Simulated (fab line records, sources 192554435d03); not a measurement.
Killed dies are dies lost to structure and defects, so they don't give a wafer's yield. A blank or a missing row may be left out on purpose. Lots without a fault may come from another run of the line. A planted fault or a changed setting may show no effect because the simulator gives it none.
fab line records | flow n5_finfet
record lots=8 wafers=24 last_day=18
route steps=1938 shown SD_EPI_N@274 SD_EPI_P@308 BEOL_M4@1111 PASSIVATION@1936
lots that met no fault: from a run of the same line without faults
start_h: hours from the record's first day to the start of the lot's first wafer shown | wait_h: hours since the lot's step before | " the same as in the row above | L1.1+2: a row that stands for several wafers | - no value, or no start given | * or withheld: withheld | < > ~ a bound
route shown NAME@n: a module of which the file shows steps, and the number in the route of the first | usual: mean/standard deviation of fault-free wafers | same: alike in all rows | chamber/n: place in a boat | sites: the reading at each site | _std_site: their standard deviation | _edge_site: outer sites' mean less inner sites' | radius_mm: how far each site lies from the wafer's centre | mask NAME#n: copy n | behind: the tool/chamber that last shaped the wafer | hold: why the lot was held/for how many hours/how that ended | device: the transistor (n, p or np) that didn't switch | end of line: the same wafers' tests at the end of the route | a step without rows: its recipe alone | killed: dies lost to structure and defects at the first sort, not the wafer's yield | map: a wafer's dies, x killed, . not, _ none there
set.NAME: the setting as run; set.NAME@STEP: as run at that earlier step | model.NAME: the simulator's own value behind a step, which no gauge read
steps of the route over a sample of lots; a table a step, a row a wafer
services: from which hour (start_h, from the record's first day; less than 0 if before it) a tool's chamber was out of use, for how many hours, and why
## steps
# step N5_SD_EPI_N_ETCH_34
# recipe chemistry=CF4 target=SiARC target_depth_a=455 mask_material=CAR-ArF-block time_s=75.8 ion_energy_ev=80 pressure_mtorr=40 source_w=545 bias_w=36 Ar_flow_sccm=100 cf4_flow_sccm=100 ends=cleared
# usual bias_w=36.01/0.1 cf4_flow_sccm=100.01/0.29 drypump_motor_current_A=5.8/0.38 etch_rf_on_time_s=76.7/1.7 mfc_ar_sccm=100.0/0.33 oes_product_au=0.66/0.077 rf_vpp_V=184.1/1.4 showerhead_plenum_p_Torr=2.14/0.078 throttle_valve_pct=15.59/0.19
# columns lot.wafer tool chamber start_h wait_h bias_w cf4_flow_sccm drypump_motor_current_A etch_rf_on_time_s mfc_ar_sccm oes_product_au rf_hours_counter_h rf_vpp_V showerhead_plenum_p_Torr throttle_valve_pct
L697.1 rie_diel-05 3 53.99 0.0 36.20 100.31 5.7 75.0 99.9 0.63 173 184.2 2.13 15.55
L697.2 " 1 " " 35.97 100.06 5.6 77.3 100.0 0.63 161 184.5 2.05 15.50
L697.6 " 2 " " 36.00 99.60 5.1 75.5 100.1 0.57 - 182.6 2.04 15.68
L701.3 rie_diel-05 2 79.75 0.0 35.90 99.83 5.1 75.8 100.1 0.57 247 181.9 2.04 15.71
L701.4 " 3 " " 35.99 100.20 5.7 74.9 99.6 0.62 181 182.9 2.13 15.57
L701.6 " 2 " " 36.03 99.62 5.1 75.5 100.1 0.57 - 183.2 2.04 15.70
L704.1 rie_diel-03 3 97.80 0.0 36.06 100.69 5.5 75.3 100.0 0.59 248 183.6 2.11 16.04
L704.2 " 1 " " 35.98 99.88 5.8 74.5 100.0 0.83 0 183.7 2.17 15.45
L704.3 " 2 " " 36.13 99.83 5.9 78.2 99.6 0.60 208 182.5 2.05 15.60
L705.2 rie_diel-05 1 103.99 0.0 36.08 100.54 5.6 77.8 100.4 0.61 178 182.6 2.04 15.54
L705.3 " 0 " " 35.96 100.05 6.6 77.0 100.2 0.72 77 186.4 2.26 15.65
L705.5 " 1 " " 35.99 100.29 5.6 78.0 100.2 0.61 - 183.1 2.04 15.56
L707.3 rie_diel-04 0 117.65 0.0 36.15 99.91 6.4 75.6 99.9 0.63 215 183.3 2.21 16.18
L707.4 " 2 " " 36.08 99.57 5.5 75.7 99.7 0.63 159 183.9 2.07 15.60
L707.6 " 2 " " 36.07 99.62 5.5 76.0 99.5 0.63 - 183.0 2.06 15.63
L711.3 rie_diel-05 0 138.41 0.0 36.07 100.41 6.6 77.0 100.2 0.70 91 186.6 2.26 15.67
L711.4 " 2 " " 36.07 99.75 5.1 76.1 99.9 0.80 6 185.5 2.29 15.21
L711.6 " 3 " " 35.86 99.44 5.7 75.3 99.9 0.61 - 182.2 2.12 15.61
L713.1 rie_diel-03 2 151.85 0.0 36.08 100.16 5.9 79.6 99.8 0.58 227 181.8 2.04 15.64
L713.3 " 1 " " 36.06 99.77 5.8 76.1 99.7 0.76 20 184.9 2.17 15.51
L713.6 " 3 " " 35.89 99.55 5.5 76.5 100.1 0.81 - 184.8 2.11 15.54
L719.2 rie_diel-05 3 186.33 0.0 36.14 100.03 5.7 76.1 99.7 0.60 219 184.7 2.12 15.63
L719.4 " 2 " " 35.82 99.99 5.1 76.7 99.8 0.76 22 186.6 2.29 15.24
L719.6 " 0 " " 36.01 100.60 6.6 77.3 99.2 0.69 - 184.8 2.25 15.69
# step N5_SD_EPI_N_SD_RECESS_17
# recipe chemistry=HBr/Cl2/O2 target_depth_a=410 mask_material=SOC time_s=23.7 bt_time_s=3 pressure_mtorr=10 icp_w=800 bias_w=112 HBr_flow_sccm=150 Cl2_flow_sccm=80 O2_flow_sccm=12
# usual drypump_motor_current_A=5.7/0.34 oes_product_au=1.003/0.014 throttle_valve_pct=37.19/0.21
# same time_s=23.7
# columns lot.wafer tool chamber start_h wait_h drypump_motor_current_A oes_product_au rf_hours_counter_h throttle_valve_pct
L697.1 rie_si-03 2 54.64 0.0 5.3 0.990 8 37.19
L697.2 " 1 " " 6.0 1.012 67 37.07
L697.6 " 0 " " 5.5 1.022 - 37.00
L701.3 rie_si-05 3 80.40 0.0 5.2 0.993 78 36.89
L701.4 " 1 " " 5.9 1.013 117 37.11
L701.6 " 0 " " 6.1 0.994 - 37.54
L704.1 rie_si-03 3 98.45 0.0 6.1 0.991 8 36.89
L704.2 " 2 " " 5.4 0.980 9 37.17
L704.3 " 1 " " 6.0 1.017 68 37.05
L705.2 rie_si-02 2 104.64 0.0 5.8 0.993 6 37.51
L705.3 " 3 " " 5.6 1.011 2 37.27
L705.5 " 2 " " 5.7 0.992 - 37.52
L707.3 rie_si-05 1 118.31 0.0 5.9 1.019 118 37.09
L707.4 " 1 " " 5.9 1.022 - 37.10
L707.6 " 2 " " 5.5 1.024 - 37.18
L711.3 rie_si-03 2 139.06 0.0 5.3 0.982 9 37.17
L711.4 " 0 " " 5.5 1.027 176 37.01
L711.6 " 2 " " 5.3 0.977 - 37.18
L713.1 rie_si-02 0 152.50 0.0 5.3 0.992 0 37.27
L713.3 " 3 " " 5.5 1.003 3 37.27
L713.6 " 3 " " 5.6 1.002 - 37.26
L719.2 rie_si-03 0 186.98 0.0 5.5 1.024 177 36.99
L719.4 " 1 " " 6.0 1.010 70 37.07
L719.6 " 0 " " 5.5 1.023 - 37.02
# step N5_SD_EPI_N_VAPOR_ETCH_50
# recipe chemistry=HCl target=Si temp_c=775 time_s=54 pressure_torr=20 mode=isotropic
# usual chamber_pressure_Torr=20.00/0.046 lamp_inner_pct=20.6/1.2 susceptor_temp_C=775.0/0.3 throttle_valve_pct=11.9/0.34
# same time_s=54
# columns lot.wafer tool chamber start_h wait_h chamber_pressure_Torr lamp_inner_pct susceptor_temp_C throttle_valve_pct
L697.1 epi_rpcvd-02 0 55.45 0.3 20.03 19.9 775.2 11.6
L697.2 " 0 " " 20.05 20.2 774.7 11.5
L697.6 " 0 " " 20.04 20.1 774.5 11.9
L701.3 epi_rpcvd-01 0 81.28 0.2 20.09 21.9 775.2 11.9
L701.4 " 0 " " 20.03 21.7 775.0 11.8
L701.6 " 0 " " 20.00 21.5 775.2 11.8
L704.1 epi_rpcvd-01 0 99.26 0.3 20.11 21.7 774.6 11.9
L704.2 " 0 " " 20.09 21.8 775.4 11.7
L704.3 " 0 " " 20.09 21.6 774.9 11.6
L705.2 epi_rpcvd-02 0 105.48 0.3 20.04 20.1 775.1 11.6
L705.3 " 0 " " 20.07 20.2 775.1 11.6
L705.5 " 0 " " 20.06 19.9 775.1 11.7
L707.3 epi_rpcvd-04 0 119.17 0.2 19.97 18.9 775.5 12.6
L707.4 " 0 " " 20.05 19.0 774.6 12.2
L707.6 " 0 " " 20.06 19.0 775.1 12.7
L711.3 epi_rpcvd-04 0 139.93 0.2 20.02 18.8 774.2 12.5
L711.4 " 0 " " 20.02 19.1 774.4 12.3
L711.6 " 0 " " 19.88 18.8 775.0 12.4
L713.1 epi_rpcvd-01 0 153.32 0.3 20.00 21.3 774.8 11.6
L713.3 " 0 " " 20.02 21.8 775.1 11.8
L713.6 " 0 " " 19.96 21.5 774.8 11.4
L719.2 epi_rpcvd-01 0 187.97 0.4 19.99 21.7 774.9 11.6
L719.4 " 0 " " 19.98 21.8 774.9 11.8
L719.6 " 0 " " 19.97 21.5 775.3 11.8
# step N5_SD_EPI_P_ETCH_37
# recipe chemistry=N2/H2 target=SOC overetch_a=1080 mask_material=SiARC temp_c=40 ion_energy_ev=100 source_w=3000 bias_w=133 pressure_mtorr=20 time_s=486 n2_flow_sccm=200 h2_flow_sccm=200 ends=end_point
# usual bias_w=133.0/0.4 chamber_pressure_mTorr=20.000/0.019 drypump_motor_current_A=5.7/0.4 oes_product_au=0.69/0.071 rf_vpp_V=240.6/1.3 showerhead_plenum_p_Torr=2.53/0.079 throttle_valve_pct=23.77/0.2
# columns lot.wafer tool chamber start_h wait_h bias_w chamber_pressure_mTorr drypump_motor_current_A oes_product_au rf_hours_counter_h rf_vpp_V showerhead_plenum_p_Torr throttle_valve_pct
L697.1 rie_diel-01 2 59.39 0.0 132.2 19.992 5.6 0.67 150 242.0 2.55 23.86
L697.2 " 3 " " 132.8 20.011 5.9 0.77 71 242.6 2.66 23.51
L697.6 " 3 " " 133.4 20.026 5.9 0.76 - 242.5 2.66 23.50
L701.3 rie_diel-02 0 84.25 0.0 132.6 20.005 5.9 0.64 202 238.9 2.40 23.94
L701.4 " 3 " " 132.4 20.025 6.4 0.63 193 239.4 2.50 23.68
L701.6 " 2 " " 133.4 19.988 5.8 0.67 - 241.0 2.65 24.00
L704.1 rie_diel-02 3 102.78 0.0 - - - - - - - -
L704.2 " 1 " " - - - - - - - -
L704.3 " 0 " " - - - - - - - -
L705.2 rie_diel-02 3 108.66 0.0 - - - - - - - -
L705.3 " 0 " " - - - - - - - -
L705.5 " 1 " " - - - - - - - -
L707.3 rie_diel-02 0 122.04 0.0 133.2 20.020 5.9 0.63 214 239.9 2.39 23.96
L707.4 " 3 " " 133.2 19.988 6.4 0.61 205 239.5 2.50 23.69
L707.6 " 3 " " 132.7 20.002 6.4 0.61 - 240.2 2.50 23.70
L711.3 rie_diel-02 1 142.90 0.0 133.8 19.961 5.2 0.68 148 241.1 2.44 23.55
L711.4 " 3 " " 132.7 20.019 6.4 0.61 211 238.2 2.50 23.70
L711.6 " 1 " " 132.9 19.989 5.2 0.69 - 238.7 2.44 23.56
L713.1 rie_diel-06 0 156.35 0.0 132.6 20.003 5.9 0.62 244 239.8 2.49 23.99
L713.3 " 3 " " 132.4 20.022 5.5 0.80 26 241.8 2.57 23.47
L713.6 " 3 " " 132.8 20.023 5.6 0.80 - 240.9 2.57 23.47
L719.2 rie_diel-02 3 191.46 0.0 132.2 19.983 6.4 0.61 227 240.7 2.49 23.73
L719.4 " 2 " " 133.0 19.990 5.8 0.64 194 242.6 2.64 24.04
L719.6 " 1 " " 132.8 19.990 5.2 0.67 - 240.2 2.44 23.58
# step N5_SD_EPI_P_ETCHBACK_46
# recipe chemistry=CH3F/O2 mode=anisotropic_etchback target=SiNx target_depth_a=175 stop_on=SiO2 over_etch_frac=0.3 ion_energy_ev=120 pressure_mtorr=30 source_w=395 bias_w=73 Ar_flow_sccm=150 CH3F_flow_sccm=30 O2_flow_sccm=20
# usual drypump_motor_current_A=5.7/0.4 mfc_ar_sccm=150.1/0.49 oes_product_au=0.66/0.068 rf_vpp_V=296/4.1 showerhead_plenum_p_Torr=2.00/0.059 throttle_valve_pct=16.35/0.25
# columns lot.wafer tool chamber start_h wait_h drypump_motor_current_A mfc_ar_sccm oes_product_au rf_hours_counter_h rf_vpp_V showerhead_plenum_p_Torr throttle_valve_pct
L697.1 rie_diel-01 2 59.71 0.0 5.6 149.8 0.64 150 294 2.01 16.13
L697.2 " 3 " " 5.9 149.8 0.74 71 294 2.11 16.18
L697.6 " 3 " " 5.9 150.0 0.74 - 295 2.11 16.18
L701.3 rie_diel-02 0 84.57 0.0 5.9 149.8 0.61 202 299 1.91 16.91
L701.4 " 3 " " 6.4 149.7 0.60 193 289 1.98 16.36
L701.6 " 2 " " 5.8 150.5 0.64 - 295 2.06 16.36
L704.1 rie_diel-02 3 103.11 0.0 6.4 149.5 0.26 199 290 1.98 16.35
L704.2 " 1 " " 5.2 150.3 0.29 136 290 1.93 15.98
L704.3 " 0 " " 5.9 150.3 0.26 208 296 1.91 16.86
L705.2 rie_diel-02 3 108.98 0.0 6.4 150.5 0.26 201 290 1.98 16.35
L705.3 " 0 " " 5.9 149.8 0.26 210 301 1.91 16.87
L705.5 " 1 " " 5.2 150.3 0.29 - 288 1.93 15.99
L707.3 rie_diel-02 0 122.37 0.0 5.9 149.4 0.61 214 298 1.91 16.92
L707.4 " 3 " " 6.4 150.4 0.59 205 289 1.98 16.41
L707.6 " 3 " " 6.4 150.3 0.59 - 289 1.98 16.39
L711.3 rie_diel-02 1 143.22 0.0 5.1 150.1 0.66 148 290 1.92 16.05
L711.4 " 3 " " 6.4 149.9 0.58 211 289 1.97 16.39
L711.6 " 1 " " 5.2 149.1 0.65 - 289 1.92 16.06
L713.1 rie_diel-06 0 156.67 0.0 5.9 150.0 0.59 244 293 1.96 16.44
L713.3 " 3 " " 5.5 150.2 0.76 26 298 2.04 16.07
L713.6 " 3 " " 5.5 149.7 0.76 - 297 2.04 16.06
L719.2 rie_diel-02 3 191.78 0.0 6.4 149.7 0.57 227 290 1.97 16.42
L719.4 " 2 " " 5.8 149.9 0.62 194 295 2.05 16.39
L719.6 " 1 " " 5.2 150.6 0.64 - 289 1.92 16.08
# step N5_BEOL_M4_RC_MEAS_101
# usual DIBL_N=36.5/1.8 DIBL_P=36.5/2.1 IOFF_N=0.17/0.031 IOFF_P=0.22/0.036 ION_N=677/11 ION_P=463/8 SS_N=71.6/0.61 SS_P=73.3/0.63 VT_N=249/3.1 VT_P=-250/3.3
# columns lot.wafer tool chamber start_h wait_h DIBL_N[mV/V] DIBL_P[mV/V] IOFF_N[nA/um] IOFF_P[nA/um] ION_N[uA/um] ION_P[uA/um] SS_N[mV/dec] SS_P[mV/dec] VT_N[mV] VT_P[mV]
L697.1 prober-01 0 176.20 0.0 37.0 37.2 0.18 0.21 689 466 71.7 73.5 244 -254
L697.2 " 0 " " 34.9 34.1 0.14 0.16 662 451 70.4 72.6 251 -255
L697.6 " 0 " " 37.0 35.9 0.17 0.19 683 453 71.9 73.4 248 -254
L701.3 prober-01 0 202.24 0.3 38.5 38.5 0.21 0.26 694 476 72.0 73.7 242 -245
L701.4 " 0 " " 34.7 34.7 0.14 0.20 681 468 71.0 72.8 250 -248
L701.6 " 0 " " 36.1 35.5 0.15 0.20 679 469 71.7 73.1 250 -249
L707.3 prober-02 0 243.60 0.3 35.7 35.2 0.16 0.19 669 458 71.8 72.9 249 -252
L707.4 " 0 " " 35.7 35.7 0.16 0.20 676 461 71.6 73.1 248 -251
L707.6 " 0 " " 38.2 37.1 0.19 0.22 681 461 71.7 73.4 249 -252
L711.3 prober-01 0 265.26 0.3 38.7 39.2 0.20 0.24 682 463 71.7 74.4 247 -250
L711.4 " 0 " " 36.5 36.5 0.16 0.19 671 458 71.4 73.7 250 -252
L711.6 " 0 " " 37.8 38.0 0.18 0.21 691 462 71.4 73.2 250 -254
L713.1 prober-01 0 274.17 0.0 33.8 31.6 0.12 0.16 667 455 70.6 71.7 252 -252
L713.3 " 0 " " 37.1 35.1 0.19 0.22 681 460 71.2 73.0 245 -246
L713.6 " 0 " " 35.9 33.6 0.17 0.19 668 455 71.5 73.0 247 -251
L719.2 prober-01 0 335.20 0.2 37.0 35.4 0.15 0.20 662 456 72.7 72.6 253 -251
L719.4 " 0 " " 40.1 39.8 0.20 0.28 673 465 72.6 74.4 251 -245
L719.6 " 0 " " 38.5 38.1 0.18 0.25 667 461 71.9 73.8 248 -247
# step N5_PASSIVATION_PROBE_49
# usual defect_limited_yield=91.4/1.5 killed_at_M0_to_M3=35/11 killed_at_M4_up=16/7 killed_at_contacts=11/5.3 killed_at_front_end=37/11 killed_at_other=3.1/2.8 killed_dies=102/18 killed_on_rim=13/3.7 killed_open=69/15 killed_short=31/7.8 sort_bin_5_function=5.1/1.1 sort_bin_6_memory=3.2/0.69 sort_n_pass=1078/18 sort_yield_pct=91.4/1.5
# same gross_dies=1180 killed_at_back_side=0 sort_bin_4_leakage[%]=0 sort_bin_8_speed[%]=0
# columns lot.wafer tool chamber start_h wait_h defect_limited_yield[%] killed_at_M0_to_M3 killed_at_M4_up killed_at_contacts killed_at_front_end killed_at_other killed_dies killed_on_rim killed_open killed_short sort_bin_5_function[%] sort_bin_6_memory[%] sort_n_pass sort_yield_pct[%]
L705.2 prober-01 - 318.90 0.1 0 14 22 13 1131 0 1180 152 55 20 97.0 2.9 0 0
L705.3 prober-01 - 318.95 0.1 0 25 18 17 1116 4 1180 152 60 32 96.1 3.7 0 0
L705.5 prober-01 - 319.05 0.2 0 33 10 15 1120 2 1180 152 65 25 96.8 3.1 0 0
L704.1 prober-01 - 330.00 0.0 0 28 15 24 1105 8 1180 152 75 20 96.3 3.6 0 0
L704.2 prober-01 - 330.05 0.1 0 38 12 19 1106 5 1180 152 75 26 96.5 3.5 0 0
L704.3 prober-01 - 330.10 0.1 0 29 21 11 1116 3 1180 152 59 30 96.4 3.4 0 0
# killed by level:class
L705.2 SD_EPI_P:area_etch=1101 STI_FIN_REVEAL:geometric_particle:open=10 MOL_CONTACT_COAG:geometric_particle:open=10 BEOL_M4:geometric_particle:short=8 BEOL_M4:geometric_particle:open=6 DUMMY_GATE:geometric_particle:open=5 BEOL_M0_SAQP:geometric_particle:open=5 BEOL_M5:geometric_particle:open=5
L705.3 SD_EPI_P:area_etch=1085 MOL_CONTACT_COAG:geometric_particle:open=14 BEOL_M4:geometric_particle:open=8 BEOL_M0_SAQP:geometric_particle:short=7 FIN_SAQP:geometric_particle:open=6 BEOL_M1:geometric_particle:open=5 STI_FIN_REVEAL:geometric_particle:open=4 ILD0:geometric_particle:open=4
L705.5 SD_EPI_P:area_etch=1086 MOL_CONTACT_COAG:geometric_particle:open=11 STI_FIN_REVEAL:geometric_particle:open=9 BEOL_M1:geometric_particle:open=8 BEOL_M2:geometric_particle:open=8 GATE_CUT:geometric_particle:open=7 GATE_CUT:geometric_particle:short=5 FIN_SAQP:geometric_particle:open=4
L704.1 SD_EPI_P:area_etch=1081 MOL_CONTACT_COAG:geometric_particle:open=18 BEOL_M2:geometric_particle:open=14 BEOL_M4:geometric_particle:open=12 BEOL_M3:geometric_particle:open=7 MOL_CONTACT_COAG:geometric_particle:short=6 FIN_SAQP:geometric_particle:open=5 STI_FIN_REVEAL:geometric_particle:open=4
L704.2 SD_EPI_P:area_etch=1078 MOL_CONTACT_COAG:geometric_particle:open=12 BEOL_M2:geometric_particle:open=12 STI_FIN_REVEAL:geometric_particle:open=11 MOL_CONTACT_COAG:geometric_particle:short=7 BEOL_M1:geometric_particle:open=7 BEOL_M0_SAQP:geometric_particle:short=6 GATE_CUT:geometric_particle:open=5
L704.3 SD_EPI_P:area_etch=1084 BEOL_M2:geometric_particle:open=10 BEOL_M4:geometric_particle:open=8 MOL_CONTACT_COAG:geometric_particle:open=6 MOL_CONTACT_COAG:geometric_particle:short=5 BEOL_M1:geometric_particle:open=4 STARTING-WAFER:geometric_particle:open=4 DUMMY_GATE:geometric_particle:open=3
## services
# columns tool chamber start_h hours kind
rie_diel-02 1 30.25 1.6 repair
rie_diel-04 2 32.91 5.1 repair
rie_diel-05 - 34.27 1.2 repair
rie_si-05 2 35.47 5.0 repair
rie_diel-02 0 35.62 16.3 repair
rie_diel-03 3 39.36 40.4 repair
rie_si-02 - 53.08 14.6 pm
rie_diel-04 2 53.58 6.0 repair
rie_si-02 - 67.68 2.8 pm
rie_si-03 3 76.56 1.9 repair
rie_diel-05 2 91.55 11.1 repair
rie_diel-05 2 102.69 - clean
rie_diel-05 2 102.69 - consumable_replace:focus_ring
rie_diel-05 2 102.69 - consumable_replace:showerhead
rie_diel-05 2 102.69 17.7 scheduled_down
rie_diel-01 1 107.72 3.6 repair
rie_si-05 0 116.44 2.3 repair
rie_diel-03 - 118.04 2.8 pm
rie_diel-04 2 122.02 1.8 repair
rie_diel-06 2 162.47 4.1 repair
rie_diel-01 - 165.45 15.6 pm
rie_diel-05 0 166.50 3.8 repair
rie_diel-05 3 168.28 4.5 repair
rie_si-02 - 188.16 15.6 pm
## key
first_sign step=N5_SD_EPI_P_ETCH_37 reading=tool_record direction=missing
effect step=N5_SD_EPI_P_ETCHBACK_46 reading=oes_product_au direction=down sigmas=5.7 usual=0.66 struck=0.27
effect step=N5_PASSIVATION_PROBE_49 reading=killed_at_front_end direction=up sigmas=99+ usual=37 struck=1116
more_kills_born_at N5_SD_EPI_P_ETCH_37@rie_diel-02=6515
met_at N5_SD_EPI_P_ETCH_37
struck_lots L704,L705
later_rows_left_out L704.1,L704.2,L704.3,L705.2,L705.3,L705.5
not_acting_at N5_SD_EPI_N_ETCH_34,N5_SD_EPI_N_SD_RECESS_17,N5_SD_EPI_N_VAPOR_ETCH_50
onset_between 84.25 102.78
fault kind=skipped_step_whole tool=rie_diel-02 chamber=- onset_h=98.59 steps=N5_SD_EPI_P_ETCH_37 scope=struck_lots_only
# later_rows_left_out: the simulator's readings of these wafers behind a module that went badly wrong aren't trusted and aren't shown, but for the sort
